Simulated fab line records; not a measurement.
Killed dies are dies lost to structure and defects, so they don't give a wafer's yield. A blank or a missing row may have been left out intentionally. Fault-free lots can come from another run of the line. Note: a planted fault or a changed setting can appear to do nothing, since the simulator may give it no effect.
Chamber matching	flow n5-finfet	N5_BEOL_M9_VIA_ETCH_34 on rie-diel-01: 4 sister chambers
The step etches SiCOH lowk in C4F6/O2, target depth 182.4 nm, time 68.4 s. 14 wafers are shown with their chamber, then 7 later ones without.

WAFERS PAIRED WITH THEIR CHAMBERS
wafer	chamber	drypump-motor-current-A (A)	throttle-valve-pct (%)	showerhead-plenum-p-Torr (Torr)
L075.1	2	5.6	20.75	2.84
L075.2	1	6.4	20.84	2.80
L075.6	1	6.4	20.83	2.80
L079.3	1	6.5	20.85	2.80
L079.4	0	5.4	21.18	2.87
L079.6	1	6.4	20.85	2.79
L080.1	3	5.9	20.80	2.96
L080.4	0	5.4	21.19	2.87
L080.5	2	5.6	20.74	2.83
L084.1	3	5.9	20.78	2.96
L084.3	2	5.6	20.74	2.83
L084.6	2	5.6	20.74	2.83
L085.3	0	5.4	21.20	2.86
L085.4	3	5.9	20.79	2.96

SIGNATURES (means of the wafers above)
reading	chamber 0	chamber 1	chamber 2	chamber 3	scatter within a chamber
drypump-motor-current-A	5.400	6.425	5.600	5.900	0.0274
throttle-valve-pct	21.1900	20.8425	20.7425	20.7900	0.00866
showerhead-plenum-p-Torr	2.8667	2.7975	2.8325	2.9600	0.00465
Rule: for each reading, subtract the chamber's mean from the wafer's reading, divide by that reading's scatter and square the result; add these up over the readings and take the root, which gives the wafer's distance from the chamber. If the next closest chamber is less than 2 further off than the closest, the wafer can't be placed; otherwise it belongs to the closest. The scatter: the root of (the sum of the squares of (reading less its chamber's mean) over the shown wafers, divided by (wafers less chambers)).

WAFERS WITH NO CHAMBER GIVEN
wafer	drypump-motor-current-A (A)	throttle-valve-pct (%)	showerhead-plenum-p-Torr (Torr)
L085.6	5.4	21.22	2.86
L086.1	5.9	20.80	2.95
L086.4	5.4	21.21	2.86
L086.5	5.9	20.80	2.96
L092.2	5.4	21.23	2.86
L092.4	5.9	20.82	2.95
L092.6	5.4	21.23	2.86

WHICH CHAMBER EACH ONE RAN IN
wafer	from the rows above	in truth
L085.6	0	0
L086.1	3	3
L086.4	0	0
L086.5	3	3
L092.2	0	0
L092.4	3	3
L092.6	0	0
Correctly placed: 7 of 7. Can't be placed from these rows: 0. Number placed wrongly: 0.
